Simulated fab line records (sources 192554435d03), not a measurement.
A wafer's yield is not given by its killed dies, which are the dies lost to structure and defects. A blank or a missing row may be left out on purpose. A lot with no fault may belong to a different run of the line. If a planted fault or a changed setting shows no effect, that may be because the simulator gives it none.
fab line records -- flow n5-finfet
record lots=4, wafers=12, last-day=17
route steps=1938 shown DUMMY_GATE@246 SPACER0@258 SD_EPI_N@262 DUMMY_REMOVAL@377 BEOL_M4@1111 PASSIVATION@1936
lots that met no fault: from a run of the same line without faults
start-h: the number of hours between the record's first day and the start of the first shown wafer of the lot -- wait-h: hours from the lot's prior step to this one -- " identical to the entry in the row above -- L1.1+2: one row covering several wafers at once -- - either no value or no given start -- * or withheld: withheld -- < > ~ a bound
route shown NAME@n: names a module that has steps shown in the file, with the first one's number in the route -- usual: mean/standard deviation taken from wafers without a fault -- same: alike in all rows -- chamber/n: place in a boat -- sites: the reading at each site -- _std_site: standard deviation of those values -- _edge_site: outer sites' mean less inner sites' -- radius-mm: for every site, how far away it sits from the centre of the wafer -- mask NAME#n: copy n -- behind: the most recent tool/chamber to have shaped the wafer -- hold: the reason the lot was held/the length of the hold in hours/how it ended -- device: the n, p or np transistor that did not switch -- end of line: the tests these same wafers got at the end of their route -- for a step that has no rows: nothing shown but its recipe -- killed: dies lost to structure and defects at the first sort, not the wafer's yield -- map: shows each die of a wafer: x if killed, . if not, _ if none is there
set.NAME: the setting that was run; set.NAME@STEP: the one run at that earlier step -- model.NAME: the simulator's own value behind a step, which no gauge read
lots seen at some steps along the route; tables by step, rows by wafer
services: a tool's chamber out of use, with start hour (start-h, from the record's first day; less than 0 if before it), hours out, and reason
## steps
# step N5_DUMMY_GATE_ETCH_32
# recipe chemistry=CF4, target=SiO2, target-depth-a=35, time-s=3.9, ion-energy-ev=350, pressure-mtorr=10, icp-w=800, bias-w=400, cf4-flow-sccm=80
# step N5_DUMMY_GATE_ETCH_23
# recipe chemistry=HBr/Cl2/O2, HBr_flow_sccm=150, Cl2_flow_sccm=80, O2_flow_sccm=12, bias-w=102, target-depth-a=410, time-s=22.3, target=poly-Si, mask-material=SiO2, pressure-mtorr=10, icp-w=800
# step N5_DUMMY_GATE_ETCH_44
# recipe chemistry=HBr/O2, over-etch-frac=0.7, target-depth-a=1275, stop-on=SiO2, ion-energy-ev=60, bias-w=20, target=poly-Si, mask-material=SiO2, pressure-mtorr=20, icp-w=400, HBr_flow_sccm=120, O2_flow_sccm=10
# step N5_DUMMY_GATE_ETCH_42
# recipe chemistry=CHF3/O2, target=SiO2, target-depth-a=35, time-s=31, ion-energy-ev=30, bias-w=12, pressure-mtorr=30, source-w=600, Ar_flow_sccm=200, CHF3_flow_sccm=50, O2_flow_sccm=5
# step N5_DUMMY_GATE_STRIP_48
# recipe chemistry=N2/H2, time-s=20, power-w=100, temp-c=40, pressure-mtorr=100, rf-frequency-hz=6e+07, bias-power-w=3, n2-flow-sccm=300, h2-flow-sccm=300
# step N5_DUMMY_GATE_PRECLEAN_33
# recipe chemistry=dHF, time-s=10, dilution=750:1, temp-c=25
# step N5_DUMMY_GATE_PRECLEAN_25
# recipe chemistry=O3/DIW, time-s=45, temp-c=22, o3-ppm=10
# step N5_DUMMY_GATE_PRECLEAN_51
# recipe chemistry=SC2, time-s=45, temp-c=35, mix=1:1:50
# step N5_DUMMY_GATE_SRD_26
# recipe dry=ipa-marangoni, time-s=30, temp-c=23, rinse-liquid=diw
# step N5_DUMMY_GATE_UV_OZONE_45
# recipe time-s=120, pressure-torr=760, temp-c=25
# step N5_SPACER0_ALD_07
# recipe material=SiNx, target-thk-a=20, temp-c=400, ald-precursor-family=SiH2I2, ald-co-reactant=N2/H2-plasma, pressure-torr=2
# usual heater-power-w=836/50
lot.wafer,tool,chamber,start-h,wait-h,heater-power-w,model.SiNx_of_SPACER0_ALD_07.thk-nm
L843.2,ald-sin-01,1,62.52,0.0,866,2
L843.4,ald-sin-01,2,62.52,0.0,781,2
L843.6,ald-sin-01,1,62.52,0.0,876,2
L847.3,ald-sin-01,0,86.79,0.6,830,2
L847.4,ald-sin-01,1,86.79,0.6,873,0.6
L847.6,ald-sin-01,0,86.79,0.6,813,2
L849.1,ald-sin-01,1,96.58,1.2,881,0.6
L849.3,ald-sin-01,2,96.58,1.2,792,2
L849.6,ald-sin-01,2,96.58,1.2,810,2
L858.2,ald-sin-04,2,152.34,0.0,798,2
L858.3,ald-sin-04,1,152.34,0.0,870,2
L858.6,ald-sin-04,2,152.34,0.0,796,2
# step N5_SPACER0_ALD_00
# recipe material=SiOCN, target-thk-a=35, temp-c=400, ald-precursor-family=alkyl-aminosilane, ald-co-reactant=O2/N2-plasma, pulse-time-s=3, purge-time-s=2, co-reactant-purge-time-s=2, ald-cycles=58, pressure-torr=2
# step N5_SPACER0_ALD_08
# recipe material=SiNx, target-thk-a=20, temp-c=400, ald-precursor-family=SiH2I2, ald-co-reactant=N2/H2-plasma, pressure-torr=2
# step N5_SD_EPI_N_COAT_32
# recipe resist=SOC, temp-c=250, time-s=60, spin-rpm=1500, resist-thk-nm=350
# step N5_SD_EPI_N_COAT_33
# recipe resist=SiARC, temp-c=220, time-s=60, spin-rpm=1500, resist-thk-nm=35
# step N5_SD_EPI_N_COAT_03
# recipe resist=CAR-ArF-block, spin-rpm=1500, resist-thk-nm=150
# step N5_SD_EPI_N_EBR_05
# recipe solvent=PGMEA, ebr-width-mm=1.5
# step N5_SD_EPI_N_SOFTBAKE_04
# recipe temp-c=110, time-s=60, resist=CAR-ArF-block
# step N5_SD_EPI_N_EXPOSE_06
# recipe mask-id=SD_N_BLK, na=1.35, source-shape=conventional, sigma-outer=0.8, polarization=unpolarized, target-cd-nm=120, dose-mj=39.75
# step N5_SD_EPI_N_PEB_07
# recipe peb-temp-c=110, peb-time-s=60, resist=CAR-ArF-block
# step N5_SD_EPI_N_DEVELOP_08
# recipe develop-time-s=30, developer=TMAH, resist=CAR-ArF-block, dev-temp-c=23, rinse-liquid=diw, dry=air-spin
# step N5_SD_EPI_N_DESCUM_14
# recipe chemistry=O2, time-s=7.9, source-power-w=50, bias-power-w=20, pressure-mtorr=20, rf-frequency-hz=2.712e+07, temp-c=40, resist=CAR-ArF-block, o2-flow-sccm=225
# step N5_SD_EPI_N_ETCH_34
# recipe chemistry=CF4, target=SiARC, target-depth-a=455, mask-material=CAR-ArF-block, time-s=75.8, ion-energy-ev=80, pressure-mtorr=40, source-w=545, bias-w=36, Ar_flow_sccm=100, cf4-flow-sccm=100, ends=cleared
# step N5_SD_EPI_N_ETCH_35
# recipe chemistry=N2/H2, target=SOC, overetch-a=1080, mask-material=SiARC, temp-c=40, ion-energy-ev=100, source-w=3000, bias-w=133, pressure-mtorr=20, time-s=486, n2-flow-sccm=200, h2-flow-sccm=200
# step N5_SD_EPI_N_STRIP_36
# recipe chemistry=N2/H2, temp-c=40, n2-flow-sccm=200, h2-flow-sccm=200, rf-frequency-hz=6e+07
# step N5_SD_EPI_N_ETCHBACK_44
# recipe chemistry=CH3F/O2, mode=anisotropic-etchback, target=SiNx, target-depth-a=145, stop-on=SiO2, over-etch-frac=0.3, ion-energy-ev=120, pressure-mtorr=30, source-w=395, bias-w=73, Ar_flow_sccm=150, CH3F_flow_sccm=30, O2_flow_sccm=20
# step N5_SD_EPI_N_ETCH_45
# recipe chemistry=CH3F/O2, target=SiOCN, target-depth-a=60, mask-material=SOC, ion-energy-ev=60, bias-w=29, pressure-mtorr=15, source-w=410, Ar_flow_sccm=150, CH3F_flow_sccm=30, O2_flow_sccm=20
# step N5_SD_EPI_N_ETCH_16
# recipe chemistry=CHF3/O2, target=SiO2, target-depth-a=50, mask-material=SOC, pressure-mtorr=30, source-w=650, bias-w=170, Ar_flow_sccm=200, CHF3_flow_sccm=50, O2_flow_sccm=5, ion-energy-ev=200
# step N5_SD_EPI_N_STRIP_47
# recipe chemistry=CHF3/O2, resist=SiARC, rf-frequency-hz=6e+07
# step N5_SD_EPI_N_SD_RECESS_17
# recipe chemistry=HBr/Cl2/O2, target-depth-a=410, mask-material=SOC, time-s=23.7, bt-time-s=3, pressure-mtorr=10, icp-w=800, bias-w=112, HBr_flow_sccm=150, Cl2_flow_sccm=80, O2_flow_sccm=12
# step N5_SD_EPI_N_STRIP_38
# recipe chemistry=N2/H2, power-w=1000, temp-c=250, h2-frac=0.65, overash-fraction=0.3, pressure-mtorr=withheld, n2-flow-sccm=1750, h2-flow-sccm=3250
# step N5_SD_EPI_N_WET_ETCH_43
# recipe chemistry=dHF, dilution=withheld, time-s=14, target=SiO2, target-depth-a=15, temp-c=25
# step N5_SD_EPI_N_STRIP_18
# recipe chemistry=SPM, time-s=750, temp-c=130, h2so4-h2o2-vol-ratio=4
# step N5_SD_EPI_N_SRD_20
# recipe dry=ipa-marangoni, do-ppb=5, time-s=30, temp-c=23, rinse-liquid=diw
# step N5_SD_EPI_N_PRECLEAN_48
# recipe chemistry=NF3:NH3, afs-cycles=2, temp-c=30, time-s=20, sublimation-temp-c=180, sublimation-time-s=60, pressure-torr=3, rf-power-w=30
# step N5_SD_EPI_N_VAPOR_ETCH_50
# recipe chemistry=HCl, target=Si, temp-c=775, time-s=54, pressure-torr=20, mode=isotropic
# step N5_DUMMY_REMOVAL_HM_STRIP_01
# recipe chemistry=CH3F/O2, material=SiNx, target-depth-a=40, stop-on=poly-Si, time-s=6.8, over-etch-frac=0.3, ion-energy-ev=60, power-w=410, bias-w=29, Ar_flow_sccm=150, CH3F_flow_sccm=30, O2_flow_sccm=20
# usual chamber-pressure-mTorr=29.999/0.028, drypump-motor-current-A=5.8/0.51, oes-product-au=0.60/0.044, rf-vpp-V=127.4/1, showerhead-plenum-p-Torr=1.99/0.06, throttle-valve-pct=16.47/0.22
# same time-s=6.8
lot.wafer,tool,chamber,start-h,wait-h,chamber-pressure-mTorr,drypump-motor-current-A,oes-product-au,rf-hours-counter-h,rf-vpp-V,showerhead-plenum-p-Torr,throttle-valve-pct
L843.2,rie-diel-02,0,83.62,0.1,29.989,6.0,0.60,185,127.8,1.99,16.69
L843.4,rie-diel-02,3,83.62,0.1,29.966,4.8,0.61,158,127.4,2.01,16.55
L843.6,rie-diel-02,1,83.62,0.1,29.981,5.9,0.57,-,127.6,1.89,16.33
L847.3,rie-diel-05,0,109.10,0.0,29.957,5.4,0.57,193,127.8,1.98,16.45
L847.4,rie-diel-05,1,109.10,0.0,30.051,6.7,0.38,185,127.3,1.98,16.52
L847.6,rie-diel-05,2,109.10,0.0,30.047,5.5,0.58,-,127.8,1.97,16.31
L849.1,rie-diel-04,0,119.66,0.0,30.011,6.1,0.38,161,126.0,2.00,16.47
L849.3,rie-diel-04,1,119.66,0.0,29.998,6.5,0.63,141,126.3,1.92,16.44
L849.6,rie-diel-04,3,119.66,0.0,29.980,5.6,0.58,-,126.8,1.90,16.72
L858.2,rie-diel-04,2,174.42,0.0,29.985,5.5,0.62,167,127.6,2.07,16.39
L858.3,rie-diel-04,1,174.42,0.0,29.994,6.6,0.62,158,125.9,1.92,16.47
L858.6,rie-diel-04,2,174.42,0.0,29.966,5.5,0.62,-,126.7,2.08,16.38
# step N5_BEOL_M4_RC_MEAS_101
# usual DIBL_N=36.3/1.2, DIBL_P=36.3/1.4, IOFF_N=0.157/0.02, IOFF_N_85C=3.1/0.33, IOFF_N_LIN=0.073/0.0078, IOFF_P=0.22/0.033, IOFF_P_85C=3.7/0.47, IOFF_P_LIN=0.103/0.013, ION_N=675/9.6, ION_P=465/8.2, REXT_N=74.5/2.1, REXT_P=100.1/2.5, SS_N=71.4/0.45, SS_P=73.3/0.54, VT_N=249.8/2.5, VT_N_LVT=98.8/2.6, VT_P=-249/3.2, VT_P_LVT=-98.3/2.7
lot.wafer,tool,chamber,start-h,wait-h,DIBL_N[mV/V],DIBL_P[mV/V],IOFF_N[nA/um],IOFF_N_85C[nA/um],IOFF_N_LIN[nA/um],IOFF_P[nA/um],IOFF_P_85C[nA/um],IOFF_P_LIN[nA/um],ION_N[uA/um],ION_P[uA/um],REXT_N[ohm.um],REXT_P[ohm.um],SS_N[mV/dec],SS_P[mV/dec],VT_N[mV],VT_N_LVT[mV],VT_P[mV],VT_P_LVT[mV]
L843.2,prober-01,0,188.04,0.2,36.7,37.2,0.161,3.1,0.075,0.19,3.4,0.095,675,454,77.8,102.0,70.6,72.9,250.2,97.0,-252,-99.3
L843.4,prober-01,0,188.04,0.2,35.9,35.8,0.147,2.9,0.071,0.18,3.1,0.089,681,458,77.0,102.3,71.0,72.7,248.5,99.2,-250,-100.1
L843.6,prober-01,0,188.04,0.2,36.0,36.6,0.156,3.0,0.074,0.19,3.3,0.091,677,460,78.6,102.4,71.7,73.4,249.3,97.7,-250,-100.2
L847.3,prober-01,0,235.18,0.3,36.7,36.2,0.146,2.9,0.069,0.19,3.4,0.090,670,451,72.2,100.9,70.4,73.0,251.1,99.0,-256,-101.1
L847.4,prober-01,0,235.18,0.3,46.0,44.1,0.347,6.0,0.137,0.46,7.1,0.185,722,504,63.1,87.7,72.9,74.7,238.0,86.8,-236,-84.0
L847.6,prober-01,0,235.18,0.3,35.5,35.0,0.124,2.5,0.061,0.17,3.1,0.084,661,453,72.2,100.5,71.1,73.2,254.5,102.1,-253,-101.9
L849.1,prober-01,0,247.92,0.0,47.3,43.3,0.421,6.9,0.150,0.54,8.0,0.224,734,504,63.8,85.3,73.7,74.9,237.0,84.0,-232,-80.7
L849.3,prober-01,0,247.92,0.0,38.6,37.0,0.182,3.5,0.083,0.26,4.4,0.120,688,477,73.6,98.0,71.7,73.7,249.2,96.5,-246,-94.7
L849.6,prober-01,0,247.92,0.0,38.0,35.8,0.156,3.0,0.072,0.22,3.8,0.106,674,467,74.5,98.4,71.6,73.5,251.0,99.7,-249,-96.9
L858.2,prober-02,0,299.80,0.2,35.6,35.0,0.152,3.0,0.071,0.24,4.0,0.115,682,470,76.4,104.4,71.9,73.4,249.8,99.3,-247,-96.0
L858.3,prober-02,0,299.80,0.2,35.3,34.9,0.155,3.1,0.073,0.23,4.0,0.110,689,475,74.9,105.0,71.9,73.4,249.4,99.2,-248,-96.2
L858.6,prober-02,0,299.80,0.2,35.7,35.2,0.159,3.1,0.072,0.25,4.1,0.115,676,467,76.3,104.5,71.7,73.3,250.6,99.0,-246,-95.2
# step N5_PASSIVATION_PROBE_49
# usual defect-limited-yield=91.1/1.4, killed_at_M0_to_M3=33/10, killed_at_M4_up=15/5.8, killed-at-contacts=13/5.9, killed-at-front-end=39/11, killed-at-other=4/3.6, killed-dies=105/16, killed-open=68/11, killed-short=34/7.8, sort_bin_4_leakage=0/0, sort_bin_5_function=5.2/0.88, sort_bin_6_memory=3.3/0.61, sort-n-pass=1075/16, sort-yield-pct=91.1/1.4
# same gross-dies=1180, killed-at-back-side=0, sort_bin_8_speed[%]=0
lot.wafer,tool,chamber,start-h,wait-h,defect-limited-yield[%],killed_at_M0_to_M3,killed_at_M4_up,killed-at-contacts,killed-at-front-end,killed-at-other,killed-dies,killed-open,killed-short,sort_bin_4_leakage[%],sort_bin_5_function[%],sort_bin_6_memory[%],sort-n-pass,sort-yield-pct[%]
L843.2,prober-01,-,291.16,0.1,92.7,26,8,13,39,0,86,60,24,0,4.7,2.0,1094,92.7
L843.4,prober-01,-,291.26,0.2,90.3,28,14,10,61,1,114,80,33,0,5.5,3.9,1066,90.3
L843.6,prober-01,-,291.36,0.3,91.9,21,10,10,51,4,96,55,33,0,4.6,2.8,1084,91.9
L847.3,prober-01,-,345.53,0.1,91.9,43,19,9,24,1,96,65,29,0,4.4,3.5,1084,91.9
L847.4,prober-01,-,345.58,0.2,91.7,23,23,6,41,5,98,63,34,9.49,4.7,3.5,970,82.2
L847.6,prober-01,-,345.68,0.3,90.6,44,18,8,39,2,111,69,39,0,5.1,4.0,1069,90.6
L849.1,prober-02,-,356.35,0.0,92.7,28,5,13,35,5,86,55,28,27.88,4.5,2.3,765,64.8
L849.3,prober-02,-,356.45,0.1,94.0,21,13,8,28,1,71,50,21,0,3.6,2.1,1109,94.0
L849.6,prober-02,-,356.60,0.3,92.8,29,6,10,30,10,85,57,24,0,4.4,2.5,1095,92.8
# killed by level:class
L843.2 FIN_SAQP:geometric-particle:open=13 MOL_CONTACT_COAG:geometric-particle:open=11 FIN_SAQP:geometric-particle:short=8 BEOL_M0:geometric-particle:open=6 DUMMY_GATE:geometric-particle:open=5 BEOL_M3:geometric-particle:open=5 STI_FIN_REVEAL:geometric-particle:open=4 SPACER0:geometric-particle:short=3
L843.4 STI_FIN_REVEAL:geometric-particle:open=17 FIN_SAQP:geometric-particle:short=14 FIN_SAQP:geometric-particle:open=9 MOL_CONTACT_COAG:geometric-particle:open=9 BEOL_M0:geometric-particle:open=8 BEOL_M3:geometric-particle:open=7 DUMMY_GATE:geometric-particle:open=5 GATE_CUT:geometric-particle:short=4
L843.6 STI_FIN_REVEAL:geometric-particle:open=11 BEOL_M0_SAQP:geometric-particle:short=7 STARTING-WAFER:geometric-particle:open=7 MOL_CONTACT_COAG:geometric-particle:open=6 BEOL_M4:geometric-particle:open=6 FIN_SAQP:geometric-particle:short=5 FIN_SAQP:geometric-particle:open=5 DUMMY_GATE:geometric-particle:open=5
L847.3 BEOL_M2:geometric-particle:open=17 BEOL_M0_SAQP:geometric-particle:open=8 MOL_CONTACT_COAG:geometric-particle:open=7 BEOL_M4:geometric-particle:open=7 BEOL_M2:geometric-particle:short=5 BEOL_M3:geometric-particle:open=5 FIN_SAQP:geometric-particle:open=4 BEOL_M0_SAQP:geometric-particle:short=4
L847.4 STI_FIN_REVEAL:geometric-particle:open=12 BEOL_M4:geometric-particle:open=12 GATE_CUT:geometric-particle:short=7 MOL_CONTACT_COAG:geometric-particle:open=6 BEOL_M0_SAQP:geometric-particle:short=6 FIN_SAQP:geometric-particle:short=4 DUMMY_GATE:geometric-particle:open=4 BEOL_M1:geometric-particle:short=4
L847.6 BEOL_M2:geometric-particle:open=13 FIN_SAQP:geometric-particle:short=8 BEOL_M4:geometric-particle:open=7 FIN_SAQP:geometric-particle:open=6 BEOL_M0_SAQP:geometric-particle:open=6 BEOL_M1:geometric-particle:open=6 BEOL_M3:geometric-particle:open=6 MOL_CONTACT_COAG:geometric-particle:open=5
L849.1 MOL_CONTACT_COAG:geometric-particle:open=9 BEOL_M2:geometric-particle:open=7 FIN_SAQP:geometric-particle:open=6 FIN_SAQP:geometric-particle:short=6 BEOL_M1:geometric-particle:open=6 DUMMY_GATE:geometric-particle:open=5 BEOL_M0_SAQP:geometric-particle:short=4 GATE_CUT:geometric-particle:short=3
L849.3 DUMMY_GATE:geometric-particle:open=8 STI_FIN_REVEAL:geometric-particle:open=6 MOL_CONTACT_COAG:geometric-particle:open=6 BEOL_M1:geometric-particle:open=6 BEOL_M4:geometric-particle:open=5 FIN_SAQP:geometric-particle:open=4 BEOL_M1:geometric-particle:short=4 BEOL_M8:geometric-particle:open=4
L849.6 BEOL_M2:geometric-particle:open=9 MOL_CONTACT_COAG:geometric-particle:open=8 FIN_SAQP:geometric-particle:short=6 FIN_SAQP:geometric-particle:open=6 STI_FIN_REVEAL:geometric-particle:open=6 BEOL_M3:geometric-particle:open=6 BEOL_M1:geometric-particle:open=5 DUMMY_GATE:geometric-particle:open=4
# map L847.6 (x killed, . not)
_________________..........x.________________
______________................xx_____________
___________x.....xx..x.......x.....__________
__________.x................x...x..._________
________.........xx..........x.x......_______
_______.........x......x...........x...______
______.........x.x.......x..........x..._____
_____......x...........xx......x..x...x..____
____.x........x....x.....x................___
___............x...............x....x......__
___.....x.x.x......x...x.....x.............__
__...............x....xx....x.....x....x...._
__.....................x............x......._
_.....x.............x...x.......x......x.....
_..................x.......x.................
_.............x..............................
_.................x...................x......
_..x............xx...x.x.xx.......x.........x
_.x..x..............x............x..x..x.x...
_...x...................................x....
_...................................x........
__...................x........x............._
__x........x......x.............x....x......_
___..x.........x...x.......................__
___......x..x......................xx......__
____x......x.x.......x....................___
_____.x........x.............x...........____
______................................x._____
_______..x..........x............x.....______
________....................x...x.x..._______
__________.........................._________
___________.x.....x.......x....x.x.__________
______________.................._____________
_________________............________________
# map L849.1 (x killed, . not)
_________________............________________
______________..x....x...x....x._____________
___________............x....x....x.__________
__________...x......x..............x_________
________.....x........................_______
_______x...x...........................______
______................x................._____
_____...............x.......x............____
____.....x....x......x...x.x...x..........___
___............x.......x.........x.........__
___x.......................................__
__.........................................._
__............x...........................x._
_....x....x.........xx.........x............x
_...............x..x....................x....
_............x..........x...................x
_x.x............x.......x.....x..............
_..x...............x...............x.........
_.....x....................................x.
_..x.............x..........x................
_.....x...x........................x.........
__...x.....................................x_
__.x..x............xx......................._
___.......x......x.x...................x...__
___.......x....x..x..............x.........__
____....................x...x.............___
_____.......................x....x.......____
______..................x.............x._____
_______.x.........xx...................______
________xx............................_______
__________..........x..x............_________
___________................x.......__________
______________.................._____________
_________________.........x.x________________
## services
tool,chamber,start-h,hours,kind
ald-sin-01,-,52.18,6.0,pm
ald-sin-04,3,85.24,15.2,repair
rie-diel-02,3,86.41,11.3,repair
ald-sin-01,3,89.03,4.4,repair
rie-diel-04,3,97.35,10.8,repair
rie-diel-04,-,100.48,4.0,repair
rie-diel-02,1,137.73,-,clean
rie-diel-02,1,137.73,-,consumable-replace:focus-ring
rie-diel-02,1,137.73,-,consumable-replace:showerhead
rie-diel-02,-,139.51,0.9,repair
## key
first-sign step=N5_DUMMY_REMOVAL_HM_STRIP_01, reading=oes-product-au, direction=down, sigmas=5.1, usual=0.60, struck=0.38
effect step=N5_BEOL_M4_RC_MEAS_101, reading=IOFF_N, direction=up, sigmas=12, usual=0.157, struck=0.384
effect step=N5_BEOL_M4_RC_MEAS_101, reading=IOFF_N_85C, direction=up, sigmas=10, usual=3.1, struck=6.4
effect step=N5_BEOL_M4_RC_MEAS_101, reading=IOFF_N_LIN, direction=up, sigmas=9, usual=0.073, struck=0.143
effect step=N5_BEOL_M4_RC_MEAS_101, reading=DIBL_N, direction=up, sigmas=8.9, usual=36.3, struck=46.6
effect step=N5_BEOL_M4_RC_MEAS_101, reading=IOFF_P, direction=up, sigmas=8.6, usual=0.22, struck=0.50
effect step=N5_BEOL_M4_RC_MEAS_101, reading=IOFF_P_85C, direction=up, sigmas=8, usual=3.7, struck=7.5
effect step=N5_BEOL_M4_RC_MEAS_101, reading=IOFF_P_LIN, direction=up, sigmas=7.7, usual=0.103, struck=0.204
effect step=N5_BEOL_M4_RC_MEAS_101, reading=VT_P_LVT, direction=up, sigmas=6, usual=-98.3, struck=-82.4
effect step=N5_BEOL_M4_RC_MEAS_101, reading=ION_N, direction=up, sigmas=5.5, usual=675, struck=728
effect step=N5_BEOL_M4_RC_MEAS_101, reading=REXT_P, direction=down, sigmas=5.5, usual=100.1, struck=86.5
effect step=N5_BEOL_M4_RC_MEAS_101, reading=DIBL_P, direction=up, sigmas=5.5, usual=36.3, struck=43.7
effect step=N5_BEOL_M4_RC_MEAS_101, reading=REXT_N, direction=down, sigmas=5.2, usual=74.5, struck=63.4
effect step=N5_PASSIVATION_PROBE_49, reading=sort_bin_4_leakage, direction=up, sigmas=99+, usual=0, struck=18.69
model-effect step=N5_SPACER0_ALD_07, value=SiNx_of_SPACER0_ALD_07.thk-nm, without=2, struck=0.6
met-at N5_SPACER0_ALD_07
struck-wafers L847.4,L849.1
onset-between 62.52 86.79
fault kind=process-parameter-drift, tool=ald-sin-01, chamber=1, onset-h=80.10, steps=N5_SPACER0_ALD_07, channel=target-thk-a, offset=*, shape=step, end-h=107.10, acts-in=*, stated=*
